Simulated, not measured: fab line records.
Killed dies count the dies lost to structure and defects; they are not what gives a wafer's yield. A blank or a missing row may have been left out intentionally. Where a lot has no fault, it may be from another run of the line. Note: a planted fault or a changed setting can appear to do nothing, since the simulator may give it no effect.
fab line records / flow n5Finfet / part 2 of 2: steps 5 to 6 of 6
record: lots: 21 wafers: 63 lastDay: 19
route steps=1938 shown HKMG_FIN@454 GATE_CUT@492
lots that met no fault: taken from a fault-free run of the same line
startH: the number of hours between the record's first day and the start of the first shown wafer of the lot / waitH: hours elapsed since this lot's preceding step / " unchanged from the row above / L1.1+2: a single row standing in for several wafers / - no value present, or no start provided / * or withheld: withheld / < > ~ a bound
route shown NAME@n: a module of which the file shows steps, and the number in the route of the first / usual: mean and standard deviation over wafers with no fault / same: alike in all rows / chamber/n: place in a boat / sites: each site's reading / _std_site: the values' standard deviation / _edge_site: mean of outer sites minus mean of inner sites / radiusMm: for every site, how far away it sits from the centre of the wafer / mask NAME#n: copy n / behind: the tool/chamber that last shaped the wafer / hold: what put the lot on hold/how long, in hours/how the hold closed / device: the n, p or np transistor that did not switch / end of line: at the end of the route, the tests of the same wafers / a step with no rows: only its recipe / killed: at the first sort, the dies lost to defects and structure; wafer yield is something else / map: dies across one wafer; x = killed, . = not, _ = none there
set.NAME: the setting the step ran with; set.NAME@STEP: the setting that earlier step ran with / model.NAME: the simulator's own value behind a step, which no gauge read
route steps across a sampled set of lots; one table per step, one row per wafer
services: from which hour (startH, from the record's first day; less than 0 if before it) a tool's chamber was out of use, for how many hours, and why
== steps ==
step: N5_GATE_CUT_CUT_ETCH_55
recipe: chemistry: BCl3 target: HfO2 maskMaterial: SiO2 targetDepthA: 32 ionEnergyEv: 30 pressureMtorr: 5 icpW: 450 biasW: 18 bcl3FlowSccm: 80
usual: drypumpMotorCurrentA: 5.7/0.48 oesProductAu: 0.74/0.099 throttleValvePct: 33.02/0.21
lot.wafer=L074.1 tool=rieMetal-01 chamber=1 startH=84.24 waitH=0.0 drypumpMotorCurrentA=5.1 oesProductAu=0.64 rfHoursCounterH=102 throttleValvePct=33.26
lot.wafer=L074.3 tool=rieMetal-01 chamber=0 startH=84.24 waitH=0.0 drypumpMotorCurrentA=6.7 oesProductAu=0.77 rfHoursCounterH=- throttleValvePct=33.52
lot.wafer=L074.5 tool=rieMetal-01 chamber=1 startH=84.24 waitH=0.0 drypumpMotorCurrentA=5.1 oesProductAu=0.64 rfHoursCounterH=- throttleValvePct=33.27
lot.wafer=L075.1 tool=rieMetal-03 chamber=1 startH=95.09 waitH=0.0 drypumpMotorCurrentA=5.1 oesProductAu=0.80 rfHoursCounterH=39 throttleValvePct=33.01
lot.wafer=L075.4 tool=rieMetal-03 chamber=0 startH=95.09 waitH=0.0 drypumpMotorCurrentA=5.2 oesProductAu=0.64 rfHoursCounterH=- throttleValvePct=32.96
lot.wafer=L075.6 tool=rieMetal-03 chamber=1 startH=95.09 waitH=0.0 drypumpMotorCurrentA=5.1 oesProductAu=0.80 rfHoursCounterH=- throttleValvePct=33.02
lot.wafer=L076.2 tool=rieMetal-02 chamber=0 startH=100.25 waitH=0.0 drypumpMotorCurrentA=5.7 oesProductAu=0.90 rfHoursCounterH=9 throttleValvePct=32.82
lot.wafer=L076.3 tool=rieMetal-02 chamber=0 startH=100.25 waitH=0.0 drypumpMotorCurrentA=5.6 oesProductAu=0.90 rfHoursCounterH=- throttleValvePct=32.83
lot.wafer=L076.6 tool=rieMetal-02 chamber=1 startH=100.25 waitH=0.0 drypumpMotorCurrentA=5.9 oesProductAu=0.67 rfHoursCounterH=- throttleValvePct=32.94
lot.wafer=L078.1 tool=rieMetal-01 chamber=0 startH=111.61 waitH=0.0 drypumpMotorCurrentA=6.7 oesProductAu=0.78 rfHoursCounterH=39 throttleValvePct=33.51
lot.wafer=L078.3 tool=rieMetal-01 chamber=0 startH=111.61 waitH=0.0 drypumpMotorCurrentA=6.7 oesProductAu=0.78 rfHoursCounterH=- throttleValvePct=33.51
lot.wafer=L078.6 tool=rieMetal-01 chamber=1 startH=111.61 waitH=0.0 drypumpMotorCurrentA=5.1 oesProductAu=0.63 rfHoursCounterH=- throttleValvePct=33.29
lot.wafer=L079.2 tool=rieMetal-01 chamber=1 startH=114.12 waitH=0.0 drypumpMotorCurrentA=5.1 oesProductAu=0.64 rfHoursCounterH=105 throttleValvePct=33.26
lot.wafer=L079.3 tool=rieMetal-01 chamber=1 startH=114.12 waitH=0.0 drypumpMotorCurrentA=5.1 oesProductAu=0.63 rfHoursCounterH=- throttleValvePct=33.29
lot.wafer=L079.5 tool=rieMetal-01 chamber=0 startH=114.12 waitH=0.0 drypumpMotorCurrentA=6.7 oesProductAu=0.78 rfHoursCounterH=- throttleValvePct=33.51
lot.wafer=L081.1 tool=rieMetal-01 chamber=0 startH=124.08 waitH=0.0 drypumpMotorCurrentA=6.7 oesProductAu=0.78 rfHoursCounterH=40 throttleValvePct=33.52
lot.wafer=L081.4 tool=rieMetal-01 chamber=1 startH=124.08 waitH=0.0 drypumpMotorCurrentA=5.1 oesProductAu=0.63 rfHoursCounterH=- throttleValvePct=33.28
lot.wafer=L081.6 tool=rieMetal-01 chamber=1 startH=124.08 waitH=0.0 drypumpMotorCurrentA=5.1 oesProductAu=0.63 rfHoursCounterH=- throttleValvePct=33.29
lot.wafer=L082.1 tool=rieMetal-03 chamber=1 startH=135.03 waitH=0.0 drypumpMotorCurrentA=5.1 oesProductAu=0.79 rfHoursCounterH=41 throttleValvePct=33.01
lot.wafer=L082.3 tool=rieMetal-03 chamber=1 startH=135.03 waitH=0.0 drypumpMotorCurrentA=5.1 oesProductAu=0.80 rfHoursCounterH=- throttleValvePct=33.04
lot.wafer=L082.6 tool=rieMetal-03 chamber=1 startH=135.03 waitH=0.0 drypumpMotorCurrentA=5.1 oesProductAu=0.78 rfHoursCounterH=- throttleValvePct=33.02
lot.wafer=L083.1 tool=rieMetal-02 chamber=1 startH=139.60 waitH=0.0 drypumpMotorCurrentA=5.9 oesProductAu=0.67 rfHoursCounterH=98 throttleValvePct=32.93
lot.wafer=L083.2 tool=rieMetal-02 chamber=0 startH=139.60 waitH=0.0 drypumpMotorCurrentA=5.7 oesProductAu=0.88 rfHoursCounterH=12 throttleValvePct=32.83
lot.wafer=L083.3 tool=rieMetal-02 chamber=0 startH=139.60 waitH=0.0 drypumpMotorCurrentA=5.7 oesProductAu=0.88 rfHoursCounterH=- throttleValvePct=32.82
lot.wafer=L084.3 tool=rieMetal-01 chamber=0 startH=147.18 waitH=0.0 drypumpMotorCurrentA=6.7 oesProductAu=0.78 rfHoursCounterH=- throttleValvePct=33.50
lot.wafer=L084.4 tool=rieMetal-01 chamber=1 startH=147.18 waitH=0.0 drypumpMotorCurrentA=5.1 oesProductAu=0.63 rfHoursCounterH=- throttleValvePct=33.27
lot.wafer=L084.6 tool=rieMetal-01 chamber=1 startH=147.18 waitH=0.0 drypumpMotorCurrentA=5.1 oesProductAu=0.64 rfHoursCounterH=- throttleValvePct=33.28
lot.wafer=L085.3 tool=rieMetal-02 chamber=1 startH=154.01 waitH=0.0 drypumpMotorCurrentA=5.9 oesProductAu=0.67 rfHoursCounterH=- throttleValvePct=32.96
lot.wafer=L085.5 tool=rieMetal-02 chamber=1 startH=154.01 waitH=0.0 drypumpMotorCurrentA=5.9 oesProductAu=0.66 rfHoursCounterH=- throttleValvePct=32.96
lot.wafer=L085.6 tool=rieMetal-02 chamber=0 startH=154.01 waitH=0.0 drypumpMotorCurrentA=5.7 oesProductAu=0.88 rfHoursCounterH=- throttleValvePct=32.82
lot.wafer=L086.1 tool=rieMetal-02 chamber=0 startH=157.85 waitH=0.0 drypumpMotorCurrentA=5.6 oesProductAu=0.88 rfHoursCounterH=12 throttleValvePct=32.80
lot.wafer=L086.4 tool=rieMetal-02 chamber=1 startH=157.85 waitH=0.0 drypumpMotorCurrentA=5.9 oesProductAu=0.67 rfHoursCounterH=- throttleValvePct=32.93
lot.wafer=L086.5 tool=rieMetal-02 chamber=1 startH=157.85 waitH=0.0 drypumpMotorCurrentA=5.9 oesProductAu=0.66 rfHoursCounterH=- throttleValvePct=32.96
lot.wafer=L088.3 tool=rieMetal-02 chamber=1 startH=173.59 waitH=0.0 drypumpMotorCurrentA=5.9 oesProductAu=0.66 rfHoursCounterH=- throttleValvePct=32.96
lot.wafer=L088.5 tool=rieMetal-02 chamber=1 startH=173.59 waitH=0.0 drypumpMotorCurrentA=5.9 oesProductAu=0.66 rfHoursCounterH=- throttleValvePct=32.94
lot.wafer=L088.6 tool=rieMetal-02 chamber=0 startH=173.59 waitH=0.0 drypumpMotorCurrentA=5.7 oesProductAu=0.88 rfHoursCounterH=- throttleValvePct=32.82
lot.wafer=L089.2 tool=rieMetal-03 chamber=0 startH=176.72 waitH=0.0 drypumpMotorCurrentA=5.3 oesProductAu=0.63 rfHoursCounterH=124 throttleValvePct=32.96
lot.wafer=L089.3 tool=rieMetal-03 chamber=1 startH=176.72 waitH=0.0 drypumpMotorCurrentA=5.1 oesProductAu=0.79 rfHoursCounterH=- throttleValvePct=33.04
lot.wafer=L089.5 tool=rieMetal-03 chamber=0 startH=176.72 waitH=0.0 drypumpMotorCurrentA=5.3 oesProductAu=0.62 rfHoursCounterH=- throttleValvePct=32.96
lot.wafer=L090.1 tool=rieMetal-02 chamber=0 startH=183.33 waitH=0.0 drypumpMotorCurrentA=5.7 oesProductAu=0.86 rfHoursCounterH=14 throttleValvePct=32.81
lot.wafer=L090.3 tool=rieMetal-02 chamber=0 startH=183.33 waitH=0.0 drypumpMotorCurrentA=5.7 oesProductAu=0.87 rfHoursCounterH=- throttleValvePct=32.81
lot.wafer=L090.6 tool=rieMetal-02 chamber=1 startH=183.33 waitH=0.0 drypumpMotorCurrentA=5.9 oesProductAu=0.66 rfHoursCounterH=- throttleValvePct=32.94
lot.wafer=L091.1 tool=rieMetal-02 chamber=0 startH=188.87 waitH=0.0 drypumpMotorCurrentA=5.7 oesProductAu=0.86 rfHoursCounterH=15 throttleValvePct=32.81
lot.wafer=L091.4 tool=rieMetal-02 chamber=1 startH=188.87 waitH=0.0 drypumpMotorCurrentA=5.9 oesProductAu=0.66 rfHoursCounterH=- throttleValvePct=32.95
lot.wafer=L091.6 tool=rieMetal-02 chamber=1 startH=188.87 waitH=0.0 drypumpMotorCurrentA=5.9 oesProductAu=0.66 rfHoursCounterH=- throttleValvePct=32.94
lot.wafer=L092.2 tool=rieMetal-03 chamber=1 startH=195.00 waitH=0.0 drypumpMotorCurrentA=5.1 oesProductAu=0.78 rfHoursCounterH=46 throttleValvePct=33.03
lot.wafer=L092.3 tool=rieMetal-03 chamber=1 startH=195.00 waitH=0.0 drypumpMotorCurrentA=5.1 oesProductAu=0.78 rfHoursCounterH=- throttleValvePct=33.02
lot.wafer=L092.6 tool=rieMetal-03 chamber=1 startH=195.00 waitH=0.0 drypumpMotorCurrentA=5.1 oesProductAu=0.78 rfHoursCounterH=- throttleValvePct=33.03
lot.wafer=L093.1 tool=rieMetal-02 chamber=0 startH=198.91 waitH=0.0 drypumpMotorCurrentA=5.7 oesProductAu=0.85 rfHoursCounterH=16 throttleValvePct=32.81
lot.wafer=L093.3 tool=rieMetal-02 chamber=1 startH=198.91 waitH=0.0 drypumpMotorCurrentA=5.9 oesProductAu=0.65 rfHoursCounterH=- throttleValvePct=32.95
lot.wafer=L093.5 tool=rieMetal-02 chamber=0 startH=198.91 waitH=0.0 drypumpMotorCurrentA=5.7 oesProductAu=0.86 rfHoursCounterH=- throttleValvePct=32.83
lot.wafer=L094.3 tool=rieMetal-02 chamber=0 startH=208.84 waitH=0.0 drypumpMotorCurrentA=5.6 oesProductAu=0.86 rfHoursCounterH=- throttleValvePct=32.82
lot.wafer=L094.5 tool=rieMetal-02 chamber=0 startH=208.84 waitH=0.0 drypumpMotorCurrentA=5.7 oesProductAu=0.85 rfHoursCounterH=- throttleValvePct=32.82
lot.wafer=L094.6 tool=rieMetal-02 chamber=1 startH=208.84 waitH=0.0 drypumpMotorCurrentA=5.9 oesProductAu=0.65 rfHoursCounterH=- throttleValvePct=32.95
lot.wafer=L095.2 tool=rieMetal-03 chamber=1 startH=211.14 waitH=0.0 drypumpMotorCurrentA=5.1 oesProductAu=0.77 rfHoursCounterH=48 throttleValvePct=33.03
lot.wafer=L095.4 tool=rieMetal-03 chamber=0 startH=211.14 waitH=0.0 drypumpMotorCurrentA=5.3 oesProductAu=0.61 rfHoursCounterH=- throttleValvePct=32.98
lot.wafer=L095.5 tool=rieMetal-03 chamber=1 startH=211.14 waitH=0.0 drypumpMotorCurrentA=5.1 oesProductAu=0.77 rfHoursCounterH=- throttleValvePct=33.04
lot.wafer=L096.3 tool=rieMetal-02 chamber=0 startH=216.46 waitH=0.0 drypumpMotorCurrentA=5.7 oesProductAu=0.86 rfHoursCounterH=- throttleValvePct=32.84
lot.wafer=L096.4 tool=rieMetal-02 chamber=1 startH=216.46 waitH=0.0 drypumpMotorCurrentA=5.9 oesProductAu=0.65 rfHoursCounterH=- throttleValvePct=32.96
lot.wafer=L096.5 tool=rieMetal-02 chamber=1 startH=216.46 waitH=0.0 drypumpMotorCurrentA=5.9 oesProductAu=0.65 rfHoursCounterH=- throttleValvePct=32.96
lot.wafer=L097.1 tool=rieMetal-02 chamber=1 startH=221.84 waitH=0.0 drypumpMotorCurrentA=5.9 oesProductAu=0.65 rfHoursCounterH=104 throttleValvePct=32.96
lot.wafer=L097.3 tool=rieMetal-02 chamber=0 startH=221.84 waitH=0.0 drypumpMotorCurrentA=5.7 oesProductAu=0.85 rfHoursCounterH=- throttleValvePct=32.82
lot.wafer=L097.4 tool=rieMetal-02 chamber=1 startH=221.84 waitH=0.0 drypumpMotorCurrentA=5.9 oesProductAu=0.64 rfHoursCounterH=- throttleValvePct=32.96
step: N5_GATE_CUT_ETCH_47
recipe: chemistry: Cl2/BCl3 target: SiO2 targetDepthA: 100 pressureMtorr: 10 icpW: 1000 biasW: 126 Cl2_flow_sccm: 53.25 bcl3FlowSccm: 21.75 Ar_flow_sccm: 25
usual: drypumpMotorCurrentA: 5.7/0.48 oesProductAu: 0.74/0.099 throttleValvePct: 22.78/0.23
lot.wafer=L074.1 tool=rieMetal-01 chamber=1 startH=84.27 waitH=0.0 drypumpMotorCurrentA=5.1 oesProductAu=0.64 rfHoursCounterH=102 throttleValvePct=22.87
lot.wafer=L074.3 tool=rieMetal-01 chamber=0 startH=84.27 waitH=0.0 drypumpMotorCurrentA=6.7 oesProductAu=0.79 rfHoursCounterH=- throttleValvePct=23.08
lot.wafer=L074.5 tool=rieMetal-01 chamber=1 startH=84.27 waitH=0.0 drypumpMotorCurrentA=5.1 oesProductAu=0.64 rfHoursCounterH=- throttleValvePct=22.87
lot.wafer=L075.1 tool=rieMetal-03 chamber=1 startH=95.12 waitH=0.0 drypumpMotorCurrentA=5.1 oesProductAu=0.79 rfHoursCounterH=39 throttleValvePct=22.62
lot.wafer=L075.4 tool=rieMetal-03 chamber=0 startH=95.12 waitH=0.0 drypumpMotorCurrentA=5.3 oesProductAu=0.63 rfHoursCounterH=- throttleValvePct=22.96
lot.wafer=L075.6 tool=rieMetal-03 chamber=1 startH=95.12 waitH=0.0 drypumpMotorCurrentA=5.1 oesProductAu=0.78 rfHoursCounterH=- throttleValvePct=22.59
lot.wafer=L076.2 tool=rieMetal-02 chamber=0 startH=100.28 waitH=0.0 drypumpMotorCurrentA=5.7 oesProductAu=0.90 rfHoursCounterH=9 throttleValvePct=22.46
lot.wafer=L076.3 tool=rieMetal-02 chamber=0 startH=100.28 waitH=0.0 drypumpMotorCurrentA=5.7 oesProductAu=0.90 rfHoursCounterH=- throttleValvePct=22.44
lot.wafer=L076.6 tool=rieMetal-02 chamber=1 startH=100.28 waitH=0.0 drypumpMotorCurrentA=6.0 oesProductAu=0.67 rfHoursCounterH=- throttleValvePct=22.92
lot.wafer=L078.1 tool=rieMetal-01 chamber=0 startH=111.64 waitH=0.0 drypumpMotorCurrentA=6.7 oesProductAu=0.78 rfHoursCounterH=39 throttleValvePct=23.07
lot.wafer=L078.3 tool=rieMetal-01 chamber=0 startH=111.64 waitH=0.0 drypumpMotorCurrentA=6.7 oesProductAu=0.78 rfHoursCounterH=- throttleValvePct=23.08
lot.wafer=L078.6 tool=rieMetal-01 chamber=1 startH=111.64 waitH=0.0 drypumpMotorCurrentA=5.1 oesProductAu=0.63 rfHoursCounterH=- throttleValvePct=22.88
lot.wafer=L079.2 tool=rieMetal-01 chamber=1 startH=114.15 waitH=0.0 drypumpMotorCurrentA=5.1 oesProductAu=0.63 rfHoursCounterH=105 throttleValvePct=22.87
lot.wafer=L079.3 tool=rieMetal-01 chamber=1 startH=114.15 waitH=0.0 drypumpMotorCurrentA=5.1 oesProductAu=0.62 rfHoursCounterH=- throttleValvePct=22.88
lot.wafer=L079.5 tool=rieMetal-01 chamber=0 startH=114.15 waitH=0.0 drypumpMotorCurrentA=6.7 oesProductAu=0.78 rfHoursCounterH=- throttleValvePct=23.09
lot.wafer=L081.1 tool=rieMetal-01 chamber=0 startH=124.11 waitH=0.0 drypumpMotorCurrentA=6.7 oesProductAu=0.78 rfHoursCounterH=40 throttleValvePct=23.10
lot.wafer=L081.4 tool=rieMetal-01 chamber=1 startH=124.11 waitH=0.0 drypumpMotorCurrentA=5.1 oesProductAu=0.63 rfHoursCounterH=- throttleValvePct=22.86
lot.wafer=L081.6 tool=rieMetal-01 chamber=1 startH=124.11 waitH=0.0 drypumpMotorCurrentA=5.1 oesProductAu=0.64 rfHoursCounterH=- throttleValvePct=22.88
lot.wafer=L082.1 tool=rieMetal-03 chamber=1 startH=135.06 waitH=0.0 drypumpMotorCurrentA=5.1 oesProductAu=0.79 rfHoursCounterH=41 throttleValvePct=22.62
lot.wafer=L082.3 tool=rieMetal-03 chamber=1 startH=135.06 waitH=0.0 drypumpMotorCurrentA=5.1 oesProductAu=0.79 rfHoursCounterH=- throttleValvePct=22.62
lot.wafer=L082.6 tool=rieMetal-03 chamber=1 startH=135.06 waitH=0.0 drypumpMotorCurrentA=5.1 oesProductAu=0.79 rfHoursCounterH=- throttleValvePct=22.60
lot.wafer=L083.1 tool=rieMetal-02 chamber=1 startH=139.63 waitH=0.0 drypumpMotorCurrentA=5.9 oesProductAu=0.66 rfHoursCounterH=98 throttleValvePct=22.92
lot.wafer=L083.2 tool=rieMetal-02 chamber=0 startH=139.63 waitH=0.0 drypumpMotorCurrentA=5.7 oesProductAu=0.88 rfHoursCounterH=12 throttleValvePct=22.46
lot.wafer=L083.3 tool=rieMetal-02 chamber=0 startH=139.63 waitH=0.0 drypumpMotorCurrentA=5.7 oesProductAu=0.88 rfHoursCounterH=- throttleValvePct=22.46
lot.wafer=L084.3 tool=rieMetal-01 chamber=0 startH=147.21 waitH=0.0 drypumpMotorCurrentA=6.7 oesProductAu=0.78 rfHoursCounterH=- throttleValvePct=23.11
lot.wafer=L084.4 tool=rieMetal-01 chamber=1 startH=147.21 waitH=0.0 drypumpMotorCurrentA=5.1 oesProductAu=0.63 rfHoursCounterH=- throttleValvePct=22.90
lot.wafer=L084.6 tool=rieMetal-01 chamber=1 startH=147.21 waitH=0.0 drypumpMotorCurrentA=5.1 oesProductAu=0.64 rfHoursCounterH=- throttleValvePct=22.88
lot.wafer=L085.3 tool=rieMetal-02 chamber=1 startH=154.04 waitH=0.0 drypumpMotorCurrentA=5.9 oesProductAu=0.66 rfHoursCounterH=- throttleValvePct=22.92
lot.wafer=L085.5 tool=rieMetal-02 chamber=1 startH=154.04 waitH=0.0 drypumpMotorCurrentA=5.9 oesProductAu=0.66 rfHoursCounterH=- throttleValvePct=22.91
lot.wafer=L085.6 tool=rieMetal-02 chamber=0 startH=154.04 waitH=0.0 drypumpMotorCurrentA=5.7 oesProductAu=0.88 rfHoursCounterH=- throttleValvePct=22.44
lot.wafer=L086.1 tool=rieMetal-02 chamber=0 startH=157.88 waitH=0.0 drypumpMotorCurrentA=5.7 oesProductAu=0.88 rfHoursCounterH=12 throttleValvePct=22.45
lot.wafer=L086.4 tool=rieMetal-02 chamber=1 startH=157.88 waitH=0.0 drypumpMotorCurrentA=5.9 oesProductAu=0.67 rfHoursCounterH=- throttleValvePct=22.92
lot.wafer=L086.5 tool=rieMetal-02 chamber=1 startH=157.88 waitH=0.0 drypumpMotorCurrentA=5.9 oesProductAu=0.67 rfHoursCounterH=- throttleValvePct=22.92
lot.wafer=L088.3 tool=rieMetal-02 chamber=1 startH=173.62 waitH=0.0 drypumpMotorCurrentA=5.9 oesProductAu=0.66 rfHoursCounterH=- throttleValvePct=22.92
lot.wafer=L088.5 tool=rieMetal-02 chamber=1 startH=173.62 waitH=0.0 drypumpMotorCurrentA=5.9 oesProductAu=0.66 rfHoursCounterH=- throttleValvePct=22.92
lot.wafer=L088.6 tool=rieMetal-02 chamber=0 startH=173.62 waitH=0.0 drypumpMotorCurrentA=5.7 oesProductAu=0.87 rfHoursCounterH=- throttleValvePct=22.48
lot.wafer=L089.2 tool=rieMetal-03 chamber=0 startH=176.75 waitH=0.0 drypumpMotorCurrentA=5.3 oesProductAu=0.62 rfHoursCounterH=124 throttleValvePct=22.96
lot.wafer=L089.3 tool=rieMetal-03 chamber=1 startH=176.75 waitH=0.0 drypumpMotorCurrentA=5.2 oesProductAu=0.78 rfHoursCounterH=- throttleValvePct=22.63
lot.wafer=L089.5 tool=rieMetal-03 chamber=0 startH=176.75 waitH=0.0 drypumpMotorCurrentA=5.3 oesProductAu=0.62 rfHoursCounterH=- throttleValvePct=22.95
lot.wafer=L090.1 tool=rieMetal-02 chamber=0 startH=183.36 waitH=0.0 drypumpMotorCurrentA=5.6 oesProductAu=0.87 rfHoursCounterH=14 throttleValvePct=22.46
lot.wafer=L090.3 tool=rieMetal-02 chamber=0 startH=183.36 waitH=0.0 drypumpMotorCurrentA=5.6 oesProductAu=0.87 rfHoursCounterH=- throttleValvePct=22.46
lot.wafer=L090.6 tool=rieMetal-02 chamber=1 startH=183.36 waitH=0.0 drypumpMotorCurrentA=5.9 oesProductAu=0.66 rfHoursCounterH=- throttleValvePct=22.92
lot.wafer=L091.1 tool=rieMetal-02 chamber=0 startH=188.90 waitH=0.0 drypumpMotorCurrentA=5.7 oesProductAu=0.86 rfHoursCounterH=15 throttleValvePct=22.45
lot.wafer=L091.4 tool=rieMetal-02 chamber=1 startH=188.90 waitH=0.0 drypumpMotorCurrentA=5.9 oesProductAu=0.66 rfHoursCounterH=- throttleValvePct=22.93
lot.wafer=L091.6 tool=rieMetal-02 chamber=1 startH=188.90 waitH=0.0 drypumpMotorCurrentA=5.9 oesProductAu=0.65 rfHoursCounterH=- throttleValvePct=22.93
lot.wafer=L092.2 tool=rieMetal-03 chamber=1 startH=195.03 waitH=0.0 drypumpMotorCurrentA=5.1 oesProductAu=0.77 rfHoursCounterH=46 throttleValvePct=22.60
lot.wafer=L092.3 tool=rieMetal-03 chamber=1 startH=195.03 waitH=0.0 drypumpMotorCurrentA=5.1 oesProductAu=0.78 rfHoursCounterH=- throttleValvePct=22.61
lot.wafer=L092.6 tool=rieMetal-03 chamber=1 startH=195.03 waitH=0.0 drypumpMotorCurrentA=5.1 oesProductAu=0.79 rfHoursCounterH=- throttleValvePct=22.62
lot.wafer=L093.1 tool=rieMetal-02 chamber=0 startH=198.94 waitH=0.0 drypumpMotorCurrentA=5.7 oesProductAu=0.86 rfHoursCounterH=16 throttleValvePct=22.46
lot.wafer=L093.3 tool=rieMetal-02 chamber=1 startH=198.94 waitH=0.0 drypumpMotorCurrentA=5.9 oesProductAu=0.65 rfHoursCounterH=- throttleValvePct=22.94
lot.wafer=L093.5 tool=rieMetal-02 chamber=0 startH=198.94 waitH=0.0 drypumpMotorCurrentA=5.6 oesProductAu=0.85 rfHoursCounterH=- throttleValvePct=22.47
lot.wafer=L094.3 tool=rieMetal-02 chamber=0 startH=208.87 waitH=0.0 drypumpMotorCurrentA=5.7 oesProductAu=0.85 rfHoursCounterH=- throttleValvePct=22.45
lot.wafer=L094.5 tool=rieMetal-02 chamber=0 startH=208.87 waitH=0.0 drypumpMotorCurrentA=5.7 oesProductAu=0.85 rfHoursCounterH=- throttleValvePct=22.47
lot.wafer=L094.6 tool=rieMetal-02 chamber=1 startH=208.87 waitH=0.0 drypumpMotorCurrentA=5.9 oesProductAu=0.65 rfHoursCounterH=- throttleValvePct=22.91
lot.wafer=L095.2 tool=rieMetal-03 chamber=1 startH=211.17 waitH=0.0 drypumpMotorCurrentA=5.1 oesProductAu=0.78 rfHoursCounterH=48 throttleValvePct=22.63
lot.wafer=L095.4 tool=rieMetal-03 chamber=0 startH=211.17 waitH=0.0 drypumpMotorCurrentA=5.3 oesProductAu=0.62 rfHoursCounterH=- throttleValvePct=22.98
lot.wafer=L095.5 tool=rieMetal-03 chamber=1 startH=211.17 waitH=0.0 drypumpMotorCurrentA=5.1 oesProductAu=0.77 rfHoursCounterH=- throttleValvePct=22.63
lot.wafer=L096.3 tool=rieMetal-02 chamber=0 startH=216.50 waitH=0.0 drypumpMotorCurrentA=5.7 oesProductAu=0.86 rfHoursCounterH=- throttleValvePct=22.46
lot.wafer=L096.4 tool=rieMetal-02 chamber=1 startH=216.50 waitH=0.0 drypumpMotorCurrentA=5.9 oesProductAu=0.65 rfHoursCounterH=- throttleValvePct=22.93
lot.wafer=L096.5 tool=rieMetal-02 chamber=1 startH=216.50 waitH=0.0 drypumpMotorCurrentA=5.9 oesProductAu=0.65 rfHoursCounterH=- throttleValvePct=22.94
lot.wafer=L097.1 tool=rieMetal-02 chamber=1 startH=221.87 waitH=0.0 drypumpMotorCurrentA=5.9 oesProductAu=0.65 rfHoursCounterH=104 throttleValvePct=22.93
lot.wafer=L097.3 tool=rieMetal-02 chamber=0 startH=221.87 waitH=0.0 drypumpMotorCurrentA=5.7 oesProductAu=0.87 rfHoursCounterH=- throttleValvePct=22.47
lot.wafer=L097.4 tool=rieMetal-02 chamber=1 startH=221.87 waitH=0.0 drypumpMotorCurrentA=5.9 oesProductAu=0.66 rfHoursCounterH=- throttleValvePct=22.93
== services ==
tool=rieDiel-02 chamber=3 startH=58.21 hours=- kind=clean
tool=rieDiel-02 chamber=3 startH=58.21 hours=- kind=consumableReplace:focusRing
tool=rieDiel-02 chamber=3 startH=58.21 hours=- kind=consumableReplace:showerhead
tool=rieDiel-01 chamber=3 startH=78.87 hours=5.7 kind=repair
tool=rieMetal-01 chamber=- startH=88.18 hours=1.0 kind=repair
tool=rieDiel-05 chamber=1 startH=109.28 hours=4.8 kind=repair
tool=rieMetal-02 chamber=- startH=121.15 hours=4.3 kind=pm
tool=rieMetal-03 chamber=- startH=128.76 hours=2.8 kind=pm
tool=rieDiel-05 chamber=1 startH=140.73 hours=9.1 kind=repair
tool=rieDiel-01 chamber=3 startH=144.44 hours=4.0 kind=repair
tool=rieDiel-01 chamber=2 startH=168.39 hours=- kind=clean
tool=rieDiel-01 chamber=2 startH=168.39 hours=- kind=consumableReplace:focusRing
tool=rieDiel-01 chamber=2 startH=168.39 hours=- kind=consumableReplace:showerhead
tool=rieDiel-01 chamber=2 startH=168.39 hours=21.4 kind=scheduledDown
tool=rieDiel-01 chamber=2 startH=168.39 hours=21.4 kind=ventCycle
tool=rieDiel-02 chamber=2 startH=177.07 hours=8.7 kind=repair
tool=rieMetal-02 chamber=- startH=181.30 hours=1.0 kind=repair
tool=rieDiel-01 chamber=1 startH=189.91 hours=- kind=clean
tool=rieDiel-01 chamber=1 startH=189.91 hours=- kind=consumableReplace:focusRing
tool=rieDiel-01 chamber=1 startH=189.91 hours=30.6 kind=scheduledDown
tool=rieDiel-01 chamber=1 startH=189.91 hours=30.6 kind=ventCycle
tool=rieDiel-02 chamber=1 startH=203.82 hours=16.6 kind=repair
tool=rieDiel-01 chamber=3 startH=205.00 hours=4.9 kind=repair
tool=rieMetal-03 chamber=0 startH=205.63 hours=1.3 kind=repair
